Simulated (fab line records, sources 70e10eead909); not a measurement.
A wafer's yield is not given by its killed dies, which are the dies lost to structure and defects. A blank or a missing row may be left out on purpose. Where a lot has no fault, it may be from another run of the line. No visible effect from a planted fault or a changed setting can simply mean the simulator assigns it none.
fab line records	flow nand-harc
record: lots: 24	wafers: 72	last-day: 33
route steps=1302 shown A_ONON_D1@427 A_CHANNEL_HOLE_D1@463
lots untouched by any fault: they come from a run of this same line in which no faults occurred
start-h: the number of hours between the record's first day and the start of the first shown wafer of the lot	wait-h: hours elapsed since this lot's preceding step	" as in the row above	L1.1+2: one row covering several wafers at once	- no value present, or no start provided	* or withheld: withheld	< > ~ a bound
route shown NAME@n: NAME is a module with steps in the file, n the number in the route of the first one	usual: mean and standard deviation over wafers with no fault	same: alike in all rows	chamber/n: place in a boat	sites: per-site readings	_std_site: standard deviation across them	_edge_site: mean of outer sites minus mean of inner sites	radius-mm: for every site, how far away it sits from the centre of the wafer	mask NAME#n: copy n	behind: the last tool/chamber to shape the wafer	hold: cause of the lot's hold/its duration in hours/its outcome	device: which transistor (n, p or np) failed to switch	end of line: the tests these same wafers got at the end of their route	for a step that has no rows: nothing shown but its recipe	killed: count of dies lost to structure and defects at first sort (not the wafer's yield)	map: shows each die of a wafer: x if killed, . if not, _ if none is there
set.NAME: the setting as run; set.NAME@STEP: as run at that earlier step	model.NAME: the simulator's own value behind a step, which no gauge read
the route's steps for a sample of lots (tables are steps, rows are wafers)
services: from which hour (start-h, from the record's first day; less than 0 if before it) a tool's chamber was out of use, for how many hours, and why
== steps ==
step: NHARC_A_ONON_D1_THK_MEAS_05
recipe: thk-meas-gauge: ellipsometry
usual: thk-nm: 1000/7.1
lot.wafer	tool	chamber	start-h	wait-h	thk-nm
L074.1	film-metro-02	-	165.03	-	994
L074.4	"	-	"	"	992
L074.6	"	-	"	"	992
L075.1	film-metro-01	-	169.76	-	1009
L075.2	"	-	"	"	1008
L075.5	"	-	"	"	1008
L076.2	film-metro-01	-	182.22	-	1004
L076.5	"	-	"	"	1005
L076.6	"	-	"	"	1004
L077.2	film-metro-01	-	191.94	-	997
L077.3	"	-	"	"	1001
L077.6	"	-	"	"	998
L078.1	film-metro-02	-	203.22	-	995
L078.3	"	-	"	"	996
L078.6	"	-	"	"	996
L079.1	film-metro-02	-	207.06	-	1002
L079.2	"	-	"	"	1002
L079.6	"	-	"	"	1001
L080.2	film-metro-02	-	226.10	-	1001
L080.3	"	-	"	"	1000
L080.4	"	-	"	"	1002
L081.2	film-metro-01	-	235.95	-	1013
L081.3	"	-	"	"	1016
L081.4	"	-	"	"	1015
L082.3	film-metro-01	-	242.28	-	1005
L082.5	"	-	"	"	1005
L082.6	"	-	"	"	1003
L083.1	film-metro-01	-	252.49	-	1015
L083.2	"	-	"	"	1014
L083.4	"	-	"	"	1015
L085.1	film-metro-02	-	269.43	-	987
L085.2	"	-	"	"	988
L085.3	"	-	"	"	985
L084.1	film-metro-02	-	269.43	-	998
L084.3	"	-	"	"	999
L084.5	"	-	"	"	997
L086.1	film-metro-02	-	281.20	-	1002
L086.2	"	-	"	"	1000
L086.6	"	-	"	"	1000
L088.3	film-metro-01	-	310.23	-	993
L088.4	"	-	"	"	993
L088.6	"	-	"	"	992
L087.1	film-metro-02	-	310.26	-	1002
L087.2	"	-	"	"	1005
L087.6	"	-	"	"	1004
L089.2	film-metro-01	-	310.26	-	1008
L089.3	"	-	"	"	1006
L089.4	"	-	"	"	1010
L090.2	film-metro-01	-	320.73	-	998
L090.5	"	-	"	"	996
L090.6	"	-	"	"	996
L091.2	film-metro-01	-	332.17	-	993
L091.4	"	-	"	"	993
L091.5	"	-	"	"	992
L092.4	film-metro-01	-	340.42	-	1008
L092.5	"	-	"	"	1008
L092.6	"	-	"	"	1009
L094.2	film-metro-02	-	364.65	-	1004
L094.4	"	-	"	"	1002
L094.5	"	-	"	"	1005
L093.2	film-metro-01	-	364.66	-	1003
L093.4	"	-	"	"	999
L093.6	"	-	"	"	999
L095.1	film-metro-02	-	369.55	-	988
L095.2	"	-	"	"	989
L095.5	"	-	"	"	988
L096.3	film-metro-01	-	386.28	-	994
L096.5	"	-	"	"	995
L096.6	"	-	"	"	995
L097.1	film-metro-01	-	386.29	-	997
L097.2	"	-	"	"	999
L097.3	"	-	"	"	999
step: NHARC_A_ONON_D1_THK_MEAS_30
recipe: thk-meas-gauge: ellipsometry
usual: thk-nm: 1000/11
lot.wafer	tool	chamber	start-h	wait-h	thk-nm
L074.1	film-metro-02	-	178.05	-	985
L074.4	"	-	"	"	983
L074.6	"	-	"	"	983
L075.1	film-metro-02	-	181.50	-	994
L075.2	"	-	"	"	993
L075.5	"	-	"	"	994
L076.2	film-metro-01	-	194.11	-	1010
L076.5	"	-	"	"	1009
L076.6	"	-	"	"	1010
L077.2	film-metro-02	-	203.70	-	1006
L077.3	"	-	"	"	1006
L077.6	"	-	"	"	1006
L079.1	film-metro-01	-	218.87	-	993
L079.2	"	-	"	"	992
L079.6	"	-	"	"	992
L078.1	film-metro-02	-	218.90	-	987
L078.3	"	-	"	"	987
L078.6	"	-	"	"	989
L080.2	film-metro-02	-	237.84	-	1000
L080.3	"	-	"	"	1003
L080.4	"	-	"	"	1002
L081.2	film-metro-02	-	247.71	-	1005
L081.3	"	-	"	"	1005
L081.4	"	-	"	"	1004
L082.3	film-metro-01	-	253.85	-	995
L082.5	"	-	"	"	995
L082.6	"	-	"	"	995
L083.1	film-metro-02	-	264.28	-	1004
L083.2	"	-	"	"	1006
L083.4	"	-	"	"	1005
L084.1	film-metro-01	-	281.38	-	1000
L084.3	"	-	"	"	999
L084.5	"	-	"	"	997
L085.1	film-metro-01	-	281.59	-	1009
L085.2	"	-	"	"	1011
L085.3	"	-	"	"	1009
L086.1	film-metro-02	-	292.93	-	994
L086.2	"	-	"	"	993
L086.6	"	-	"	"	994
L088.3	film-metro-01	-	322.40	-	989
L088.4	"	-	"	"	990
L088.6	"	-	"	"	989
L089.2	film-metro-02	-	322.48	-	1011
L089.3	"	-	"	"	1011
L089.4	"	-	"	"	1012
L087.1	film-metro-01	-	322.75	-	1031
L087.2	"	-	"	"	1032
L087.6	"	-	"	"	1031
L090.2	film-metro-01	-	333.02	-	999
L090.5	"	-	"	"	998
L090.6	"	-	"	"	999
L091.2	film-metro-02	-	344.15	-	985
L091.4	"	-	"	"	983
L091.5	"	-	"	"	983
L092.4	film-metro-01	-	356.66	-	1004
L092.5	"	-	"	"	1002
L092.6	"	-	"	"	1004
L094.2	film-metro-01	-	377.63	-	1002
L094.4	"	-	"	"	1000
L094.5	"	-	"	"	1001
L093.2	film-metro-01	-	377.76	-	985
L093.4	"	-	"	"	986
L093.6	"	-	"	"	984
L095.1	film-metro-01	-	381.35	-	1000
L095.2	"	-	"	"	1000
L095.5	"	-	"	"	1000
L097.1	film-metro-02	-	398.03	-	1007
L097.2	"	-	"	"	1006
L097.3	"	-	"	"	1006
L096.3	film-metro-01	-	398.04	-	1007
L096.5	"	-	"	"	1005
L096.6	"	-	"	"	1005
step: NHARC_A_ONON_D1_INSPECT_32
usual: raw-defect-count: 77/27
lot.wafer	tool	chamber	start-h	wait-h	raw-defect-count
L074.1	defect-inspect-01	-	178.61	0.0	71
L074.4	"	-	"	"	73
L074.6	"	-	"	"	91
L075.1	defect-inspect-02	-	182.05	0.0	77
L075.2	"	-	"	"	56
L075.5	"	-	"	"	55
L076.2	defect-inspect-01	-	194.67	0.0	67
L076.5	"	-	"	"	80
L076.6	"	-	"	"	36
L077.2	defect-inspect-02	-	204.23	0.0	95
L077.3	"	-	"	"	121
L077.6	"	-	"	"	99
L079.1	defect-inspect-01	-	219.46	0.0	49
L079.2	"	-	"	"	51
L079.6	"	-	"	"	48
L078.1	defect-inspect-02	-	219.59	0.0	75
L078.3	"	-	"	"	106
L078.6	"	-	"	"	130
L080.2	defect-inspect-01	-	238.44	0.0	78
L080.3	"	-	"	"	86
L080.4	"	-	"	"	82
L081.2	defect-inspect-02	-	248.25	0.0	78
L081.3	"	-	"	"	47
L081.4	"	-	"	"	113
L082.3	defect-inspect-02	-	254.39	0.1	65
L082.5	"	-	"	"	47
L082.6	"	-	"	"	93
L083.1	defect-inspect-01	-	264.83	0.0	89
L083.2	"	-	"	"	54
L083.4	"	-	"	"	101
L084.1	defect-inspect-01	-	281.93	0.0	121
L084.3	"	-	"	"	129
L084.5	"	-	"	"	62
L085.1	defect-inspect-01	-	282.18	0.0	63
L085.2	"	-	"	"	78
L085.3	"	-	"	"	115
L086.1	defect-inspect-02	-	293.49	0.0	98
L086.2	"	-	"	"	91
L086.6	"	-	"	"	44
L088.3	defect-inspect-01	-	323.09	0.0	66
L088.4	"	-	"	"	58
L088.6	"	-	"	"	46
L089.2	defect-inspect-02	-	323.37	0.0	81
L089.3	"	-	"	"	65
L089.4	"	-	"	"	126
L087.1	defect-inspect-02	-	323.65	0.0	119
L087.2	"	-	"	"	54
L087.6	"	-	"	"	50
L090.2	defect-inspect-02	-	333.71	0.0	44
L090.5	"	-	"	"	125
L090.6	"	-	"	"	65
L091.2	defect-inspect-01	-	344.69	0.0	133
L091.4	"	-	"	"	60
L091.5	"	-	"	"	106
L092.4	defect-inspect-01	-	357.23	0.0	76
L092.5	"	-	"	"	60
L092.6	"	-	"	"	79
L094.2	defect-inspect-02	-	378.16	0.0	41
L094.4	"	-	"	"	73
L094.5	"	-	"	"	41
L093.2	defect-inspect-02	-	378.44	0.1	61
L093.4	"	-	"	"	72
L093.6	"	-	"	"	97
L095.1	defect-inspect-02	-	381.89	0.0	96
L095.2	"	-	"	"	58
L095.5	"	-	"	"	54
L097.1	defect-inspect-01	-	398.58	0.0	52
L097.2	"	-	"	"	52
L097.3	"	-	"	"	54
L096.3	defect-inspect-01	-	398.60	0.0	41
L096.5	"	-	"	"	34
L096.6	"	-	"	"	45
step: NHARC_A_CHANNEL_HOLE_D1_OVL_MEAS_11
usual: overlay-x-nm: -0.3/0.69	overlay-y-nm: 0.1/1.1
lot.wafer	tool	chamber	start-h	wait-h	overlay-x-nm	overlay-y-nm
L074.1	overlay-02	-	183.01	-	1.2	1.3
L074.4	"	-	"	"	1.1	1.6
L074.6	"	-	"	"	0.8	1.8
L075.1	overlay-02	-	185.72	-	0.3	-0.6
L075.2	"	-	"	"	0.2	-1.0
L075.5	"	-	"	"	0.3	-0.4
L076.2	overlay-02	-	201.11	-	0.2	0.9
L076.5	"	-	"	"	-0.4	0.9
L076.6	"	-	"	"	-0.1	0.9
L077.2	overlay-01	-	207.29	-	-0.3	-0.6
L077.3	"	-	"	"	-0.1	-0.3
L077.6	"	-	"	"	0.0	0.2
L079.1	overlay-01	-	223.70	-	0.8	-0.9
L079.2	"	-	"	"	0.8	-0.9
L079.6	"	-	"	"	0.6	-0.3
L078.1	overlay-01	-	223.88	-	-1.0	1.2
L078.3	"	-	"	"	-1.0	1.9
L078.6	"	-	"	"	-0.6	1.8
L080.2	overlay-02	-	244.56	-	-1.2	1.0
L080.3	"	-	"	"	-1.3	0.3
L080.4	"	-	"	"	-0.5	0.9
L081.2	overlay-02	-	252.27	-	-2.0	-0.5
L081.3	"	-	"	"	-1.6	-1.0
L081.4	"	-	"	"	-1.7	-0.7
L082.3	overlay-02	-	258.24	-	0.2	-0.2
L082.5	"	-	"	"	-0.6	-0.1
L082.6	"	-	"	"	0.2	0.2
L083.1	overlay-02	-	267.95	-	-1.4	1.3
L083.2	"	-	"	"	-1.5	1.4
L083.4	"	-	"	"	-1.2	1.3
L084.1	overlay-01	-	287.01	-	-1.4	-0.6
L084.3	"	-	"	"	-1.1	-0.7
L084.5	"	-	"	"	-1.2	-0.9
L085.1	overlay-02	-	288.26	-	-0.2	-0.7
L085.2	"	-	"	"	-0.3	-0.3
L085.3	"	-	"	"	-0.6	-0.3
L086.1	overlay-02	-	298.43	-	0.0	-0.7
L086.2	"	-	"	"	0.3	-1.5
L086.6	"	-	"	"	-0.2	-0.6
L088.3	overlay-01	-	325.90	-	-0.4	1.1
L088.4	"	-	"	"	0.5	1.4
L088.6	"	-	"	"	-0.4	1.0
L089.2	overlay-01	-	326.49	-	-0.7	1.0
L089.3	"	-	"	"	-0.9	0.4
L089.4	"	-	"	"	-0.2	1.0
L087.1	overlay-02	-	327.87	-	-0.3	0.1
L087.2	"	-	"	"	0.2	-0.4
L087.6	"	-	"	"	0.5	-0.6
L090.2	overlay-02	-	336.43	-	-1.2	-1.7
L090.5	"	-	"	"	-0.7	-1.7
L090.6	"	-	"	"	-0.5	-1.5
L091.2	overlay-02	-	349.63	-	-0.1	-1.4
L091.4	"	-	"	"	-0.3	-1.9
L091.5	"	-	"	"	-0.8	-2.1
L092.4	overlay-02	-	361.16	-	0.0	1.8
L092.5	"	-	"	"	0.1	2.1
L092.6	"	-	"	"	-0.4	2.4
L094.2	overlay-01	-	385.60	-	-0.4	-1.1
L094.4	"	-	"	"	-0.4	-0.8
L094.5	"	-	"	"	-0.2	-1.4
L093.2	overlay-01	-	386.57	-	0.3	-0.1
L093.4	"	-	"	"	0.3	0.0
L093.6	"	-	"	"	0.6	0.3
L095.1	overlay-01	-	388.48	-	0.5	1.0
L095.2	"	-	"	"	0.8	1.6
L095.5	"	-	"	"	0.3	1.4
L097.1	overlay-02	-	401.26	-	-1.1	-0.7
L097.2	"	-	"	"	-0.8	-0.3
L097.3	"	-	"	"	-1.0	-0.2
L096.3	overlay-01	-	403.28	-	-0.1	0.9
L096.5	"	-	"	"	0.4	0.9
L096.6	"	-	"	"	0.3	0.6
step: NHARC_A_CHANNEL_HOLE_D1_ETCH_19
recipe: bias-v: 1200	source-w: 2500	pressure-mtorr: 15	time-s: 34.5	ar-flow-sccm: 375	c4f8-flow-sccm: 28.8	o2-flow-sccm: 96.2	temp-c: -20	target-depth-a: *	chemistry: C4F8/O2/Ar
usual: drypump-motor-current-A: 5.75/0.22	showerhead-plenum-p-Torr: 3.65/0.16	throttle-valve-pct: 37.037/0.0094
lot.wafer	tool	chamber	start-h	wait-h	drypump-motor-current-A	rf-hours-counter-h	showerhead-plenum-p-Torr	throttle-valve-pct
L074.1	har-etch-02	0	184.29	0.1	5.59	290	3.55	37.044
L074.4	"	1	"	"	6.16	-	3.51	37.012
L074.6	"	1	"	"	6.15	-	3.51	37.025
L075.2	har-etch-01	1	186.99	0.1	5.71	91	3.62	37.058
L075.1	"	0	"	"	5.60	91	3.77	37.043
L075.5	"	0	"	"	5.62	-	3.77	37.045
L076.2	har-etch-01	1	202.41	0.1	5.69	95	3.62	37.028
L076.6	"	0	"	"	5.60	-	3.77	37.043
L076.5	"	1	"	"	5.68	-	3.62	37.025
L077.2	har-etch-01	0	210.75	2.3	5.62	103	3.77	37.034
L077.3	"	1	"	"	5.70	-	3.61	37.022
L077.6	"	0	"	"	5.62	-	3.77	37.045
L078.1	har-etch-01	0	227.45	2.1	5.61	111	3.76	37.026
L078.3	"	1	"	"	5.68	-	3.61	37.062
L078.6	"	0	"	"	5.62	-	3.76	37.043
L079.1	har-etch-01	1	231.64	4.8	5.69	115	3.61	37.040
L079.2	"	0	"	"	5.62	115	3.76	37.026
L079.6	"	1	"	"	5.70	-	3.61	37.032
L080.2	har-etch-02	0	247.46	1.4	5.59	329	3.52	37.021
L080.4	"	0	"	"	5.58	-	3.52	37.034
L080.3	"	1	"	"	6.14	-	3.50	37.036
L081.2	har-etch-02	0	253.57	0.1	5.58	333	3.52	37.035
L081.4	"	1	"	"	6.14	-	3.50	37.021
L081.3	"	0	"	"	5.57	-	3.52	37.030
L082.3	har-etch-02	0	259.75	0.1	5.58	-	3.52	37.032
L082.5	"	0	"	"	5.59	-	3.52	37.047
L082.6	"	1	"	"	6.13	-	3.50	37.040
L083.2	har-etch-01	1	269.23	0.1	5.69	141	3.59	37.029
L083.1	"	0	"	"	5.62	141	3.74	37.048
L083.4	"	0	"	"	5.62	-	3.74	37.054
L084.1	har-etch-01	1	288.31	0.1	5.70	149	3.59	37.026
L084.3	"	1	"	"	5.70	-	3.59	37.058
L084.5	"	0	"	"	5.62	-	3.74	37.036
L085.1	har-etch-02	1	289.54	0.1	6.14	336	3.49	37.038
L085.2	"	0	"	"	5.58	352	3.51	37.052
L085.3	"	0	"	"	5.57	-	3.51	37.044
L086.1	har-etch-01	1	301.27	1.3	5.71	160	3.58	37.031
L086.2	"	0	"	"	5.61	160	3.73	37.041
L086.6	"	1	"	"	5.69	-	3.58	37.034
L088.3	har-etch-01	0	327.22	0.1	5.62	-	3.73	37.049
L088.4	"	1	"	"	5.71	-	3.58	37.042
L088.6	"	1	"	"	5.69	-	3.58	37.032
L089.2	har-etch-02	0	327.79	0.1	5.59	374	3.50	37.044
L089.3	"	1	"	"	6.17	-	3.48	37.030
L089.4	"	0	"	"	5.57	-	3.50	37.022
L087.1	har-etch-02	1	331.96	2.9	6.14	362	3.48	37.043
L087.2	"	0	"	"	5.59	378	3.50	37.032
L087.6	"	1	"	"	6.12	-	3.48	37.036
L090.2	har-etch-01	1	339.75	2.0	5.70	183	3.57	37.043
L090.6	"	1	"	"	5.70	-	3.57	37.040
L090.5	"	0	"	"	5.61	-	3.72	37.034
L091.2	har-etch-02	1	351.16	0.1	6.13	370	3.47	37.055
L091.4	"	1	"	"	6.13	-	3.47	37.035
L091.5	"	0	"	"	5.59	-	3.49	37.035
L092.4	har-etch-01	0	362.49	0.1	5.61	-	3.72	37.038
L092.5	"	1	"	"	5.70	-	3.57	37.042
L092.6	"	0	"	"	5.62	-	3.72	37.033
L094.2	har-etch-02	0	394.20	7.4	5.59	0	3.99	37.045
L094.4	"	0	"	"	5.60	-	3.99	37.026
L094.5	"	1	"	"	6.13	-	3.99	37.049
L093.2	har-etch-01	0	394.73	7.0	5.62	210	3.71	37.020
L093.4	"	0	"	"	5.62	-	3.70	37.026
L093.6	"	0	"	"	5.63	-	3.70	37.052
L095.1	har-etch-02	0	398.35	8.7	5.58	4	3.98	37.030
L095.2	"	1	"	"	6.12	4	3.98	37.036
L095.5	"	0	"	"	5.57	-	3.98	37.044
L097.1	har-etch-01	1	406.92	4.5	5.70	222	3.55	37.039
L097.2	"	0	"	"	5.59	222	3.70	37.032
L097.3	"	1	"	"	5.71	-	3.55	37.031
L096.3	har-etch-02	0	410.54	6.0	5.58	-	3.98	37.032
L096.6	"	0	"	"	5.58	-	3.98	37.046
L096.5	"	1	"	"	6.15	-	3.98	37.041
step: NHARC_A_CHANNEL_HOLE_D1_ETCH_20
recipe: bias-v: 3000	source-w: withheld	pressure-mtorr: 20	time-s: 361.9	ar-flow-sccm: 375	c4f8-flow-sccm: 89.3	o2-flow-sccm: 35.7	temp-c: -20	target-depth-a: 16000	chemistry: C4F8/O2/Ar
usual: drypump-motor-current-A: 5.75/0.21	showerhead-plenum-p-Torr: 3.61/0.15	throttle-valve-pct: 32.157/0.0093
lot.wafer	tool	chamber	start-h	wait-h	drypump-motor-current-A	rf-hours-counter-h	showerhead-plenum-p-Torr	throttle-valve-pct
L074.1	har-etch-02	0	184.40	0.1	5.58	290	3.51	32.166
L074.4	"	1	"	"	6.15	-	3.48	32.154
L074.6	"	1	"	"	6.16	-	3.48	32.153
L075.2	har-etch-01	1	187.10	0.1	5.70	91	3.58	32.170
L075.1	"	0	"	"	5.62	91	3.73	32.153
L075.5	"	0	"	"	5.62	-	3.73	32.168
L076.2	har-etch-01	1	202.56	0.1	5.69	95	3.58	32.162
L076.6	"	0	"	"	5.62	-	3.73	32.142
L076.5	"	1	"	"	5.73	-	3.58	32.172
L077.2	har-etch-01	0	210.90	0.1	5.62	103	3.72	32.156
L077.3	"	1	"	"	5.69	-	3.58	32.156
L077.6	"	0	"	"	5.63	-	3.72	32.148
L078.1	har-etch-01	0	227.56	0.1	5.61	111	3.72	32.145
L078.3	"	1	"	"	5.71	-	3.57	32.153
L078.6	"	0	"	"	5.63	-	3.72	32.169
L079.1	har-etch-01	1	231.75	0.1	5.70	115	3.57	32.158
L079.2	"	0	"	"	5.63	115	3.72	32.159
L079.6	"	1	"	"	5.69	-	3.57	32.145
L080.2	har-etch-02	0	247.57	0.1	5.58	329	3.49	32.137
L080.4	"	0	"	"	5.59	-	3.49	32.144
L080.3	"	1	"	"	6.14	-	3.47	32.169
L081.2	har-etch-02	0	253.72	0.1	5.59	333	3.49	32.158
L081.4	"	1	"	"	6.13	-	3.47	32.142
L081.3	"	0	"	"	5.59	-	3.49	32.157
L082.3	har-etch-02	0	259.93	0.2	5.58	-	3.49	32.166
L082.5	"	0	"	"	5.59	-	3.49	32.165
L082.6	"	1	"	"	6.13	-	3.47	32.161
L083.2	har-etch-01	1	269.34	0.1	5.71	141	3.56	32.162
L083.1	"	0	"	"	5.62	141	3.70	32.157
L083.4	"	0	"	"	5.62	-	3.70	32.154
L084.1	har-etch-01	1	288.45	0.1	5.71	149	3.55	32.147
L084.3	"	1	"	"	5.71	-	3.55	32.157
L084.5	"	0	"	"	5.61	-	3.70	32.145
L085.1	har-etch-02	1	289.65	0.1	6.15	336	3.46	32.162
L085.2	"	0	"	"	5.58	352	3.48	32.147
L085.3	"	0	"	"	5.60	-	3.48	32.163
L086.1	har-etch-01	1	301.39	0.1	5.69	160	3.55	32.156
L086.2	"	0	"	"	5.62	160	3.69	32.153
L086.6	"	1	"	"	5.67	-	3.55	32.152
L088.3	har-etch-01	0	327.40	0.2	5.61	-	3.68	32.153
L088.4	"	1	"	"	5.69	-	3.54	32.146
L088.6	"	1	"	"	5.70	-	3.54	32.157
L089.2	har-etch-02	0	327.94	0.1	5.59	374	3.47	32.154
L089.3	"	1	"	"	6.12	-	3.45	32.158
L089.4	"	0	"	"	5.59	-	3.47	32.160
L087.1	har-etch-02	1	332.08	0.1	6.10	363	3.44	32.159
L087.2	"	0	"	"	5.59	378	3.46	32.154
L087.6	"	1	"	"	6.12	-	3.44	32.157
L090.2	har-etch-01	1	339.87	0.1	5.69	183	3.53	32.153
L090.6	"	1	"	"	5.70	-	3.53	32.150
L090.5	"	0	"	"	5.60	-	3.68	32.152
L091.2	har-etch-02	1	351.31	0.1	6.11	370	3.44	32.168
L091.4	"	1	"	"	6.14	-	3.44	32.169
L091.5	"	0	"	"	5.59	-	3.46	32.153
L092.4	har-etch-01	0	362.70	0.2	5.62	-	3.68	32.153
L092.5	"	1	"	"	5.71	-	3.53	32.166
L092.6	"	0	"	"	5.60	-	3.68	32.157
L094.2	har-etch-02	0	394.31	0.1	5.57	0	3.93	32.160
L094.4	"	0	"	"	5.58	-	3.93	32.172
L094.5	"	1	"	"	6.11	-	3.93	32.168
L093.2	har-etch-01	0	394.88	0.1	5.62	210	3.66	32.157
L093.4	"	0	"	"	5.61	-	3.66	32.170
L093.6	"	0	"	"	5.63	-	3.66	32.162
L095.1	har-etch-02	0	398.46	0.1	5.60	4	3.93	32.146
L095.2	"	1	"	"	6.14	4	3.93	32.142
L095.5	"	0	"	"	5.59	-	3.93	32.171
L097.1	har-etch-01	1	407.03	0.1	5.70	222	3.51	32.156
L097.2	"	0	"	"	5.62	222	3.66	32.157
L097.3	"	1	"	"	5.71	-	3.51	32.135
L096.3	har-etch-02	0	410.72	0.2	5.57	-	3.92	32.142
L096.6	"	0	"	"	5.59	-	3.92	32.170
L096.5	"	1	"	"	6.13	-	3.92	32.165
== services ==
tool	chamber	start-h	hours	kind
har-etch-02	1	223.28	-	consumable-replace:focus-ring
har-etch-02	1	223.28	17.0	scheduled-down
har-etch-02	1	223.28	17.0	vent-cycle
har-etch-02	-	377.20	17.0	pm
har-etch-02	0	377.20	17.0	vent-cycle
har-etch-02	1	377.20	17.0	vent-cycle
har-etch-02	0	394.20	-	clean
har-etch-02	0	394.20	-	consumable-replace:focus-ring
har-etch-02	0	394.20	-	consumable-replace:showerhead
har-etch-02	1	394.20	-	clean
har-etch-02	1	394.20	-	consumable-replace:showerhead
== key ==
fault none
